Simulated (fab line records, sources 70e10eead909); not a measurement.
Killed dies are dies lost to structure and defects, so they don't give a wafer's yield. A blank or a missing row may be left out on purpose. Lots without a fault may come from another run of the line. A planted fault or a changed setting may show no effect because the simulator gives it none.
fab line records | flow nand_harc
record lots=11 wafers=33 last_day=33
route steps=1302 shown A_CHANNEL_HOLE_D2@586 END@1302
lots that met no fault: from a run of the same line without faults
start_h: hours from the record's first day to the start of the lot's first wafer shown | wait_h: hours since the lot's step before | " the same as in the row above | L1.1+2: a row that stands for several wafers | - no value, or no start given | * or withheld: withheld | < > ~ a bound
route shown NAME@n: a module of which the file shows steps, and the number in the route of the first | usual: mean/standard deviation of fault-free wafers | same: alike in all rows | chamber/n: place in a boat | sites: the reading at each site | _std_site: their standard deviation | _edge_site: outer sites' mean less inner sites' | radius_mm: how far each site lies from the wafer's centre | mask NAME#n: copy n | behind: the tool/chamber that last shaped the wafer | hold: why the lot was held/for how many hours/how that ended | device: the transistor (n, p or np) that didn't switch | end of line: the same wafers' tests at the end of the route | a step without rows: its recipe alone | killed: dies lost to structure and defects at the first sort, not the wafer's yield | map: a wafer's dies, x killed, . not, _ none there
set.NAME: the setting as run; set.NAME@STEP: as run at that earlier step | model.NAME: the simulator's own value behind a step, which no gauge read
steps of the route over a sample of lots; a table a step, a row a wafer
services: from which hour (start_h, from the record's first day; less than 0 if before it) a tool's chamber was out of use, for how many hours, and why
## steps
# step NHARC_A_CHANNEL_HOLE_D2_ETCH_38
# recipe target_depth_a=390 over_etch_frac=0.3 time_s=65 ion_energy_ev=80 cf4_flow_sccm=150 ar_flow_sccm=0 rf_w=300 bias_w=100 chemistry=CF4
# usual bias_w=100.0/0.31 drypump_motor_current_A=5.9/0.5 oes_product_au=1.003/0.012 rf_vpp_V=151.3/1.1 showerhead_plenum_p_Torr=1.77/0.053 throttle_valve_pct=13.284/0.0086
# columns lot.wafer tool chamber start_h wait_h bias_w drypump_motor_current_A oes_product_au rf_hours_counter_h rf_vpp_V showerhead_plenum_p_Torr throttle_valve_pct
L512.3 rie_diel-10 0 289.35 0.1 100.0 6.4 0.998 4 154.0 1.85 13.272
L512.1 " 2 " " 99.7 6.7 1.008 4 150.7 1.74 13.278
L512.6 " 3 " " 99.4 6.1 0.984 - 151.2 1.77 13.297
L515.1 rie_diel-12 0 326.89 0.1 99.9 6.8 0.996 1 148.8 1.71 13.297
L515.6 " 1 " " 99.8 5.1 0.994 - 149.6 1.69 13.289
L515.5 " 0 " " 100.1 6.7 0.978 - 150.3 1.71 13.282
L522.1 rie_diel-12 0 400.21 0.1 100.0 6.7 0.989 5 150.8 1.71 13.272
L522.6 " 2 " " 100.1 5.9 0.994 - 151.9 1.81 13.281
L522.5 " 3 " " 99.9 5.2 0.995 - 152.2 1.85 13.292
L527.2 rie_diel-10 1 437.91 0.1 99.9 5.9 1.005 1 152.1 1.73 13.282
L527.4 " 2 " " 99.5 6.7 1.012 1 151.7 1.73 13.283
L527.5 " 2 " " 100.0 6.7 0.999 - 152.4 1.73 13.287
L528.2 rie_diel-10 1 457.34 0.1 99.9 5.9 1.011 2 150.4 1.73 13.291
L528.3 " 0 " " 99.5 6.4 1.013 2 152.2 1.85 13.295
L528.6 " 0 " " 100.0 6.4 1.017 - 152.0 1.85 13.279
L529.1 rie_diel-12 3 458.50 0.1 100.4 5.3 0.997 0 152.7 1.85 13.281
L529.4 " 2 " " 99.9 5.8 0.992 - 151.1 1.81 13.287
L529.5 " 0 " " 100.3 6.7 0.997 - 150.0 1.71 13.287
L531.4 rie_diel-09 0 477.18 0.1 100.1 5.5 1.003 11 149.5 1.71 13.280
L531.2 " 1 " " 99.5 5.4 1.022 5 151.6 1.79 13.282
L531.6 " 3 " " 100.1 5.5 1.007 - 151.4 1.82 13.278
L532.2 rie_diel-10 1 495.68 0.1 100.0 5.9 0.990 4 151.8 1.73 13.274
L532.3 " 2 " " 99.9 6.7 0.994 3 150.8 1.73 13.300
L532.5 " 0 " " 100.1 6.4 0.994 - 153.6 1.85 13.278
L533.3 rie_diel-10 0 510.54 0.1 100.0 6.4 1.004 5 152.6 1.85 13.267
L533.4 " 1 " " 99.8 5.9 1.005 5 152.6 1.73 13.276
L533.5 " 1 " " 100.0 5.9 1.003 - 150.2 1.73 13.271
L534.3 rie_diel-10 2 516.63 0.1 100.1 6.8 1.001 4 152.9 1.73 13.288
L534.2 " 3 " " 99.7 6.1 0.999 4 151.4 1.77 13.296
L534.5 " 0 " " 99.7 6.4 0.996 - 153.3 1.85 13.277
L535.2 rie_diel-09 2 517.08 0.1 100.5 5.8 1.010 0 151.4 1.75 13.292
L535.3 " 3 " " 100.0 5.5 0.981 0 152.4 1.82 13.279
L535.5 " 3 " " 100.3 5.5 0.980 - 151.3 1.82 13.285
# step NHARC_A_CHANNEL_HOLE_D2_ETCH_23
# recipe bias_v=5000 source_w=withheld pressure_mtorr=20 time_s=819 ar_flow_sccm=375 c4f8_flow_sccm=89.3 o2_flow_sccm=35.7 temp_c=-20 target_depth_a=16000 chemistry=C4F8/O2/Ar
# usual drypump_motor_current_A=5.5/0.34 showerhead_plenum_p_Torr=3.69/0.11 temp_c=-19.99/0.11 throttle_valve_pct=32.155/0.0095
# columns lot.wafer tool chamber start_h wait_h drypump_motor_current_A rf_hours_counter_h showerhead_plenum_p_Torr temp_c throttle_valve_pct
L512.1 har_etch-02 1 295.00 0.5 4.9 364 3.49 -20.09 32.139
L512.3 " 0 " " 5.8 - 3.73 -19.95 32.154
L512.6 " 1 " " 4.9 - 3.50 -19.99 32.159
L515.1 har_etch-02 0 331.43 1.0 5.8 385 3.72 -20.04 32.157
L515.5 " 0 " " 5.8 - 3.72 -19.98 32.168
L515.6 " 0 " " 5.8 - 3.72 -19.92 32.139
L522.1 har_etch-02 0 408.74 0.5 5.8 1 3.70 -20.21 32.161
L522.6 " 1 " " 4.9 - 3.93 -19.87 32.155
L522.5 " 0 " " 5.8 - 3.70 -19.74 32.165
L527.2 har_etch-02 0 442.82 0.5 5.8 24 3.69 -19.96 32.160
L527.4 " 0 " " 5.8 - 3.69 -19.96 32.144
L527.5 " 0 " " 5.8 - 3.69 -20.07 32.162
L528.2 har_etch-01 0 461.50 0.5 5.5 261 3.64 -20.20 32.144
L528.3 " 0 " " 5.5 - 3.64 -19.98 32.154
L528.6 " 1 " " 5.7 - 3.64 -20.19 32.145
L529.1 har_etch-02 0 463.13 0.5 5.8 36 3.68 -20.09 32.149
L529.4 " 0 " " 5.8 - 3.68 -20.07 32.163
L529.5 " 1 " " 4.9 - 3.91 -20.03 32.158
L531.2 har_etch-02 0 481.03 0.5 5.8 47 3.67 -20.01 32.161
L531.4 " 0 " " 5.8 - 3.67 -20.06 32.143
L531.6 " 1 " " 4.9 - 3.91 -20.03 32.157
L532.2 har_etch-02 0 498.44 0.5 5.8 55 3.67 -19.96 32.165
L532.3 " 0 " " 5.8 - 3.67 -20.02 32.165
L532.5 " 0 " " 5.8 - 3.67 -19.94 32.147
L533.3 har_etch-01 1 516.67 0.5 5.7 - 3.63 -19.96 32.158
L533.4 " 0 " " 5.5 - 3.63 -19.97 32.143
L533.5 " 0 " " 5.5 - 3.63 -19.85 32.160
L534.2 har_etch-02 1 519.15 0.5 4.9 66 3.90 -20.02 32.147
L534.3 " 1 " " 4.9 - 3.90 -19.96 32.161
L534.5 " 0 " " 5.8 - 3.66 -19.83 32.168
L535.2 har_etch-01 0 520.59 0.5 5.5 295 3.62 -20.09 32.144
L535.3 " 0 " " 5.5 - 3.62 -20.00 32.151
L535.5 " 1 " " 5.8 - 3.62 -19.84 32.159
# step NHARC_A_CHANNEL_HOLE_D2_ETCH_26
# recipe bias_v=300 source_w=2000 pressure_mtorr=30 time_s=224.1 ar_flow_sccm=375 c4f8_flow_sccm=11.4 o2_flow_sccm=113.6 temp_c=-20 target_depth_a=3000 chemistry=C4F8/O2/Ar
# usual bias_v=300/3.1 drypump_motor_current_A=5.5/0.34 showerhead_plenum_p_Torr=3.74/0.11 temp_c=-19.99/0.1 throttle_valve_pct=24.583/0.0089
# columns lot.wafer tool chamber start_h wait_h bias_v drypump_motor_current_A rf_hours_counter_h showerhead_plenum_p_Torr temp_c throttle_valve_pct
L512.1 har_etch-02 1 297.25 0.6 299 4.9 367 3.53 -19.94 24.577
L512.3 " 0 " " 298 5.8 - 3.78 -19.91 24.602
L512.6 " 1 " " 302 4.9 - 3.53 -20.09 24.587
L515.1 har_etch-02 0 336.12 1.5 296 5.8 390 3.76 -19.96 24.590
L515.5 " 0 " " 295 5.8 - 3.76 -19.87 24.580
L515.6 " 0 " " 296 5.7 - 3.76 -20.08 24.580
L522.1 har_etch-02 0 411.00 0.6 304 5.8 4 3.74 -20.06 24.574
L522.6 " 1 " " 295 4.9 - 3.99 -20.01 24.594
L522.5 " 0 " " 299 5.8 - 3.74 -20.02 24.587
L527.2 har_etch-02 0 445.17 0.7 301 5.8 27 3.73 -20.04 24.583
L527.4 " 0 " " 303 5.8 - 3.73 -20.03 24.572
L527.5 " 0 " " 301 5.8 - 3.73 -19.98 24.577
L528.2 har_etch-01 0 463.86 0.7 308 5.5 263 3.68 -19.92 24.587
L528.3 " 0 " " 301 5.5 - 3.68 -20.08 24.600
L528.6 " 1 " " 296 5.8 - 3.68 -20.09 24.605
L529.1 har_etch-02 0 465.48 0.7 299 5.8 38 3.72 -20.09 24.598
L529.4 " 0 " " 303 5.8 - 3.72 -20.09 24.594
L529.5 " 1 " " 298 4.9 - 3.97 -20.03 24.574
L531.2 har_etch-02 0 483.38 0.7 299 5.8 49 3.72 -20.18 24.578
L531.4 " 0 " " 305 5.8 - 3.72 -20.05 24.586
L531.6 " 1 " " 298 4.9 - 3.96 -19.89 24.582
L532.2 har_etch-02 0 500.80 0.7 300 5.8 57 3.71 -20.09 24.575
L532.3 " 0 " " 300 5.8 - 3.71 -20.15 24.587
L532.5 " 0 " " 304 5.8 - 3.71 -20.08 24.595
L533.3 har_etch-01 1 518.84 0.5 298 5.8 - 3.67 -19.97 24.572
L533.4 " 0 " " 301 5.4 - 3.67 -19.99 24.569
L533.5 " 0 " " 304 5.5 - 3.67 -19.90 24.587
L534.2 har_etch-02 1 521.51 0.7 296 4.9 68 3.95 -20.08 24.575
L534.3 " 1 " " 294 4.9 - 3.95 -20.00 24.581
L534.5 " 0 " " 299 5.8 - 3.71 -20.07 24.582
L535.2 har_etch-01 0 522.94 0.7 297 5.5 297 3.66 -19.85 24.576
L535.3 " 0 " " 302 5.5 - 3.66 -20.04 24.571
L535.5 " 1 " " 297 5.7 - 3.67 -19.81 24.579
# step NHARC_A_CHANNEL_HOLE_D2_PRECLEAN_29
# recipe time_s=* temp_c=50 bath_age_min=0 chemistry=SC1
# usual temp_c=49.99/0.11
# same bath_age_min=0
# columns lot.wafer tool chamber start_h wait_h temp_c
L512.3 wet_bench-05 2 298.98 - 49.93
L512.6 " 3 " " 50.09
L512.1 " 5 " " 50.07
L515.6 wet_bench-03 3 338.10 - 49.76
L515.5 " 4 " " 50.22
L515.1 " 6 " " 49.95
L522.6 wet_bench-06 6 412.56 - 49.89
L522.5 " 1 " " 49.86
L522.1 " 3 " " 49.92
L527.2 wet_bench-03 0 446.79 - 50.02
L527.4 " 1 " " 50.19
L527.5 " 2 " " 49.79
L528.6 wet_bench-05 4 465.46 - 49.94
L528.2 " 5 " " 49.93
L528.3 " 7 " " 49.89
L529.1 wet_bench-05 4 467.08 - 49.97
L529.5 " 7 " " 50.20
L529.4 " 1 " " 50.11
L531.4 wet_bench-06 7 485.00 - 49.98
L531.6 " 0 " " 50.09
L531.2 " 1 " " 50.08
L532.5 wet_bench-03 2 502.40 - 50.10
L532.2 " 3 " " 50.04
L532.3 " 5 " " 50.08
L533.5 wet_bench-06 1 520.38 - 50.13
L533.3 " 4 " " 50.01
L533.4 " 5 " " 50.00
L534.3 wet_bench-06 3 523.12 - 50.02
L534.5 " 6 " " 50.28
L534.2 " 7 " " 50.06
L535.5 wet_bench-06 1 524.55 - 49.99
L535.2 " 3 " " 49.86
L535.3 " 4 " " 49.87
# step NHARC_A_CHANNEL_HOLE_D2_INSPECT_40
# usual raw_defect_count=285/93
# columns lot.wafer tool chamber start_h wait_h raw_defect_count
L512.1 defect_inspect-02 - 299.29 - 310
L512.3 " - " " 303
L512.6 " - " " 293
L515.1 defect_inspect-02 - 338.42 - 364
L515.5 " - " " 192
L515.6 " - " " 239
L522.1 defect_inspect-01 - 412.89 - 770
L522.5 " - " " 505
L522.6 " - " " 869
L527.2 defect_inspect-01 - 447.11 - 285
L527.4 " - " " 208
L527.5 " - " " 193
L528.2 defect_inspect-01 - 465.80 - 312
L528.3 " - " " 266
L528.6 " - " " 170
L529.1 defect_inspect-01 - 467.41 - 377
L529.4 " - " " 451
L529.5 " - " " 273
L531.2 defect_inspect-01 - 485.31 - 323
L531.4 " - " " 372
L531.6 " - " " 322
L532.2 defect_inspect-02 - 502.73 - 209
L532.3 " - " " 212
L532.5 " - " " 243
L533.3 defect_inspect-01 - 520.70 - 244
L533.4 " - " " 294
L533.5 " - " " 246
L534.2 defect_inspect-02 - 523.45 - 223
L534.3 " - " " 302
L534.5 " - " " 250
L535.2 defect_inspect-01 - 524.86 - 275
L535.3 " - " " 252
L535.5 " - " " 239
# step NHARC_END_SORT_01
# recipe temp_c=25
# usual killed_at_array=59/20 killed_at_other=0.8/1.1 killed_at_periphery=5/3.1 killed_dies=64/21 killed_open=3.4/1.9 killed_short=2.3/1.7
# same gross_dies=677
# columns lot.wafer tool chamber start_h wait_h killed_at_array killed_at_other killed_at_periphery killed_dies killed_open killed_short
L522.1 prober-01 0 674.46 2.5 143 1 2 146 2 3
L522.5 prober-01 0 677.65 3.7 95 0 4 99 4 2
L522.6 prober-01 0 678.45 4.0 134 1 8 143 9 1
# killed by level:class
L522.1 A_CHANNEL_HOLE_D2:unspecified=66 A_CHANNEL_HOLE_D1:chamber_film_flake=33 A_SLIT:chamber_film_flake=23 A_CONTACT:chamber_film_flake=8 A_STAIRCASE:chamber_film_flake=3 A_M1:chamber_film_flake=3 A_CHANNEL_HOLE_D2:chamber_film_flake=2 P_CONTACT:geometric_particle:open=1
L522.5 A_CHANNEL_HOLE_D2:unspecified=33 A_CHANNEL_HOLE_D1:chamber_film_flake=28 A_SLIT:chamber_film_flake=25 A_M1:chamber_film_flake=3 P_GATE:chamber_film_flake=2 P_M1:geometric_particle:short=1 P_M2:geometric_particle:open=1 A_ONON_D2:geometric_particle:short=1
L522.6 A_CHANNEL_HOLE_D2:unspecified=66 A_SLIT:chamber_film_flake=34 A_CHANNEL_HOLE_D1:chamber_film_flake=23 P_M0:geometric_particle:open=4 A_M1:chamber_film_flake=3 P_M2:geometric_particle:open=2 P_ZERO_WELL:chamber_film_flake=2 A_ONON_D1:geometric_particle:short=1
## services
# columns tool chamber start_h hours kind
rie_diel-12 - 268.40 9.0 pm
rie_diel-09 1 284.03 110.2 repair
rie_diel-10 3 298.93 6.9 repair
rie_diel-09 2 305.36 10.9 repair
rie_diel-10 0 305.69 9.4 repair
rie_diel-12 - 315.92 1.6 repair
rie_diel-09 - 320.36 9.0 pm
rie_diel-12 2 321.12 15.3 repair
rie_diel-12 3 324.38 10.3 repair
rie_diel-09 2 334.73 1.9 repair
rie_diel-10 3 347.19 7.3 repair
rie_diel-12 - 366.98 0.2 repair
wet_bench-06 - 369.60 8.0 pm
rie_diel-10 1 378.51 8.1 repair
rie_diel-10 0 385.97 4.7 repair
wet_bench-03 - 386.40 8.0 pm
har_etch-02 - 390.19 17.0 pm
rie_diel-10 - 419.50 9.0 pm
rie_diel-12 0 429.01 3.2 repair
wet_bench-05 - 436.86 8.0 pm
wet_bench-06 - 443.97 5.2 repair
rie_diel-12 - 445.40 9.0 pm
rie_diel-10 2 447.48 16.9 repair
rie_diel-10 3 488.99 10.4 repair
## key
first_sign step=NHARC_A_CHANNEL_HOLE_D2_INSPECT_40 reading=raw_defect_count direction=up sigmas=4.6 usual=285 struck=715
effect step=NHARC_END_SORT_01 reading=killed_at_array direction=up sigmas=3.3 usual=59 struck=124 wafers_moved=2
more_kills_born_at NHARC_A_CHANNEL_HOLE_D2_PRECLEAN_29@wet_bench-06=159
met_at NHARC_A_CHANNEL_HOLE_D2_PRECLEAN_29
struck_lots L522
tester_left_out L522
not_acting_at NHARC_A_CHANNEL_HOLE_D2_ETCH_38,NHARC_A_CHANNEL_HOLE_D2_ETCH_23,NHARC_A_CHANNEL_HOLE_D2_ETCH_26
fault kind=chamber_particle_source tool=wet_bench-06 chamber=- onset_h=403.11 steps=NHARC_A_CHANNEL_HOLE_D2_PRECLEAN_29 rate_per_visit_cm2=0.38377 end_h=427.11
# tester_left_out: of these lots the tester's yield and bins aren't shown, on N5 and GAA mostly nor the transistor test; their killed dies are dies lost to structure and defects alone, not to doping, threshold or leakage, so they don't give the yield
